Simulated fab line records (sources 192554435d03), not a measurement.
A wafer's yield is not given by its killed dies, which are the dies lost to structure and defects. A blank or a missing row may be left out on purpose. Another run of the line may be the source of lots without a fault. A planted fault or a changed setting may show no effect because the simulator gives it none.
The tool behind it: which one?    flow n5_finfet    10 lots, 30 wafers sampled, at 5 steps of a route of 1938

== WHAT THE GAUGES READ, wafer by wafer ==
The record lacks any reading of a measuring or inspecting step that a usual standard deviation could be used to judge.

== WHICH TOOL RAN EACH LOT (tool, then ch and the chambers of the sampled wafers, then the start) ==
lot   N5_BEOL_M5_SPUTTER_88         N5_MIM_BOT_SPUTTER_00         N5_MIM_BOT_LITHO_DESCUM_10          N5_PASSIVATION_DESCUM_32            N5_PASSIVATION_PROBE_49
L355  pvd_sputter-02, day 8 12:41   pvd_sputter-01, day 11 20:17  rie_diel-01 ch 2,3, day 12 02:02    rie_diel-03 ch 1,3, day 12 06:08    -
L357  pvd_sputter-01, day 9 04:40   pvd_sputter-01, day 12 15:56  rie_diel-06 ch 2,3, day 12 18:47    rie_diel-01 ch 0,2,3, day 12 22:13  -
L356  pvd_sputter-03, day 9 20:47   pvd_sputter-01, day 13 07:12  rie_diel-03 ch 1,2, day 13 11:01    rie_diel-06 ch 1,2, day 13 16:10    -
L359  pvd_sputter-01, day 10 02:55  pvd_sputter-02, day 13 01:11  rie_diel-06 ch 0,2, day 13 03:59    rie_diel-03 ch 0,1,2, day 13 07:49  -
L358  pvd_sputter-01, day 10 10:23  pvd_sputter-03, day 13 11:33  rie_diel-06 ch 0,1,2, day 13 13:44  rie_diel-06 ch 0,3, day 13 17:27    -
L360  pvd_sputter-01, day 11 02:59  pvd_sputter-02, day 14 16:23  rie_diel-01 ch 0,1, day 14 20:27    rie_diel-03 ch 0,2,3, day 14 23:41  prober-01, day 15 04:42
L361  pvd_sputter-01, day 11 09:32  pvd_sputter-03, day 14 19:23  rie_diel-01 ch 0,1,2, day 14 23:59  rie_diel-01 ch 1,2,3, day 15 04:14  prober-01, day 15 09:26
L363  pvd_sputter-02, day 11 17:40  pvd_sputter-03, day 15 08:31  rie_diel-06 ch 1,3, day 15 10:56    rie_diel-06 ch 1,3, day 15 15:07    -
L370  pvd_sputter-02, day 13 06:56  pvd_sputter-01, day 16 12:25  rie_diel-06 ch 1,3, day 16 16:07    rie_diel-03 ch 1,2,3, day 16 20:55  -
L373  pvd_sputter-02, day 13 22:34  pvd_sputter-03, day 17 06:18  rie_diel-01 ch 1,3, day 17 10:29    rie_diel-03 ch 0,1, day 17 13:23    -
- N5_BEOL_M5_SPUTTER_88: material Cu, target thk 15 nm, time 27.62 s.
- N5_MIM_BOT_SPUTTER_00: material TiN, target thk 35 nm, time 89.7 s.
- N5_MIM_BOT_LITHO_DESCUM_10: chemistry O2, time 7.9 s.
- N5_PASSIVATION_DESCUM_32: chemistry O2, time 7.9 s.
- N5_PASSIVATION_PROBE_49

== AS READ BY THE TOOLS THEMSELVES (means over the sampled wafers that have a number; for cases with no such wafer, the mark the record gives instead) ==
N5_BEOL_M5_SPUTTER_88. Usual: throttle_valve_pct 29.5 %, standard deviation 0.76.
lot   tool            throttle_valve_pct (%)  flag
L355  pvd_sputter-02  29.8                    
L357  pvd_sputter-01  30.1                    
L356  pvd_sputter-03  29.7                    
L359  pvd_sputter-01  30.0                    
L358  pvd_sputter-01  29.9                    
L360  pvd_sputter-01  29.6                    
L361  pvd_sputter-01  29.5                    
L363  pvd_sputter-02  29.3                    
L370  pvd_sputter-02  28.3                    
L373  pvd_sputter-02  29.4                    

N5_MIM_BOT_SPUTTER_00. Usual: throttle_valve_pct 29.5 %, standard deviation 0.71.
lot   tool            throttle_valve_pct (%)  flag
L355  pvd_sputter-01  29.6                    
L357  pvd_sputter-01  29.5                    
L356  pvd_sputter-01  30.0                    
L359  pvd_sputter-02  29.2                    
L358  pvd_sputter-03  29.5                    
L360  pvd_sputter-02  29.5                    
L361  pvd_sputter-03  29.2                    
L363  pvd_sputter-03  29.6                    
L370  pvd_sputter-01  29.6                    
L373  pvd_sputter-03  29.6                    

N5_MIM_BOT_LITHO_DESCUM_10. Usual: drypump_motor_current_A 5.8 A, standard deviation 0.4; o2_flow_sccm 225.0 sccm, standard deviation 0.66; oes_product_au 0.79 a.u., standard deviation 0.073; rf_vpp_V 243.2 V, standard deviation 1.3; showerhead_plenum_p_Torr 2.10 Torr, standard deviation 0.069; throttle_valve_pct 20.50 %, standard deviation 0.29.
lot   tool         drypump_motor_current_A (A)  o2_flow_sccm (sccm)  oes_product_au (a.u.)  rf_vpp_V (V)  showerhead_plenum_p_Torr (Torr)  throttle_valve_pct (%)  flag
L355  rie_diel-01  5.9                          224.6                0.76                   243.4         2.12                             20.46                   
L357  rie_diel-06  5.9                          224.9                0.76                   242.6         2.09                             20.52                   
L356  rie_diel-03  5.7                          226.1                0.78                   243.9         2.20                             20.50                   
L359  rie_diel-06  6.5                          225.0                0.71                   242.3         2.08                             20.81                   
L358  rie_diel-06  6.2                          225.2                0.74                   243.4         2.06                             20.75                   
L360  rie_diel-01  5.5                          225.1                0.78                   242.7         2.07                             20.37                   
L361  rie_diel-01  5.6                          225.5                0.75                   242.7         2.09                             20.55                   
L363  rie_diel-06  5.7                          225.1                0.77                   241.5         2.04                             20.61                   
L370  rie_diel-06  5.7                          225.1                0.76                   243.0         2.03                             20.63                   
L373  rie_diel-01  5.7                          225.0                0.76                   243.4         2.07                             20.15                   

N5_PASSIVATION_DESCUM_32. Usual: drypump_motor_current_A 5.7 A, standard deviation 0.4; o2_flow_sccm 225.0 sccm, standard deviation 0.69; oes_product_au 0.80 a.u., standard deviation 0.081; rf_vpp_V 243.7 V, standard deviation 1.3; showerhead_plenum_p_Torr 2.12 Torr, standard deviation 0.073; throttle_valve_pct 20.50 %, standard deviation 0.25.
lot   tool         drypump_motor_current_A (A)  o2_flow_sccm (sccm)  oes_product_au (a.u.)  rf_vpp_V (V)  showerhead_plenum_p_Torr (Torr)  throttle_valve_pct (%)  flag
L355  rie_diel-03  5.6                          225.3                0.79                   243.5         2.13                             20.32                   
L357  rie_diel-01  5.8                          224.7                0.80                   243.6         2.07                             20.48                   
L356  rie_diel-06  6.5                          224.3                0.73                   242.5         2.05                             20.88                   
L359  rie_diel-03  5.8                          225.9                0.86                   244.5         2.18                             20.44                   
L358  rie_diel-06  5.5                          225.4                0.76                   243.8         2.10                             20.43                   
L360  rie_diel-03  5.6                          225.2                0.88                   244.8         2.19                             20.49                   
L361  rie_diel-01  5.8                          224.9                0.76                   242.3         2.09                             20.30                   
L363  rie_diel-06  5.5                          224.9                0.76                   243.5         2.06                             20.49                   
L370  rie_diel-03  5.5                          225.0                0.82                   245.1         2.20                             20.42                   
L373  rie_diel-03  5.9                          225.3                0.83                   243.8         2.18                             20.34                   

N5_PASSIVATION_PROBE_49. Usual: defect_limited_yield 91.1 %, standard deviation 1.4; killed_at_M0_to_M3 33, standard deviation 10; killed_at_M4_up 15, standard deviation 5.8; killed_at_contacts 13, standard deviation 5.9; killed_at_front_end 39, standard deviation 11; killed_at_other 4, standard deviation 3.6; killed_dies 105, standard deviation 16; killed_on_rim 13, standard deviation 3.7; killed_open 68, standard deviation 11; killed_short 34, standard deviation 7.8; sort_bin_5_function 5.2 %, standard deviation 0.88; sort_bin_6_memory 3.3 %, standard deviation 0.61; sort_n_pass 1075, standard deviation 16; sort_yield_pct 91.1 %, standard deviation 1.4.
lot   tool       defect_limited_yield (%)  killed_at_M0_to_M3  killed_at_M4_up  killed_at_contacts  killed_at_front_end  killed_at_other  killed_dies  killed_on_rim  killed_open  killed_short  sort_bin_5_function (%)  sort_bin_6_memory (%)  sort_n_pass  sort_yield_pct (%)  flag
L360  prober-01  88.2                      25                  46               16                  47                   5                140          17             72           32            6.8                      3.8                    1040         88.2                OFF
L361  prober-01  89.0                      42                  51               7                   26                   3                129          19             61           30            6.1                      3.5                    1051         89.0                OFF

== THE ANSWER, worked out from the rows above alone ==
Rule: a lot is off if the mean of its wafers that have a number lies more than 3 standard deviations from the usual mean. A lot without any number at a reading at which 4 lots or more have one is off too. Where the step has rows for the other lots, those lots are counted as sound. The gauges are gone through in route order, then the tools' own readings, and for those a lot's mean is taken as printed above. The first step at which some lot is off is used, and at that step the reading that is off furthest; a lot without a number counts as furthest.
Off, at N5_PASSIVATION_PROBE_49 on killed_at_M4_up: L360, L361. Neither off nor sound, because the step has no rows for them: L355, L357, L356, L359, L358, L363, L370, L373.
A tool fits if, at that step or a process step before it, it ran every lot that is off, and no sound lot after the first of them. Can't be told from this: 3 tools fit, pvd_sputter-01 at N5_BEOL_M5_SPUTTER_88, rie_diel-01 at N5_MIM_BOT_LITHO_DESCUM_10, prober-01 at N5_PASSIVATION_PROBE_49.

== WHAT WAS PUT IN BY THE SIMULATOR ==
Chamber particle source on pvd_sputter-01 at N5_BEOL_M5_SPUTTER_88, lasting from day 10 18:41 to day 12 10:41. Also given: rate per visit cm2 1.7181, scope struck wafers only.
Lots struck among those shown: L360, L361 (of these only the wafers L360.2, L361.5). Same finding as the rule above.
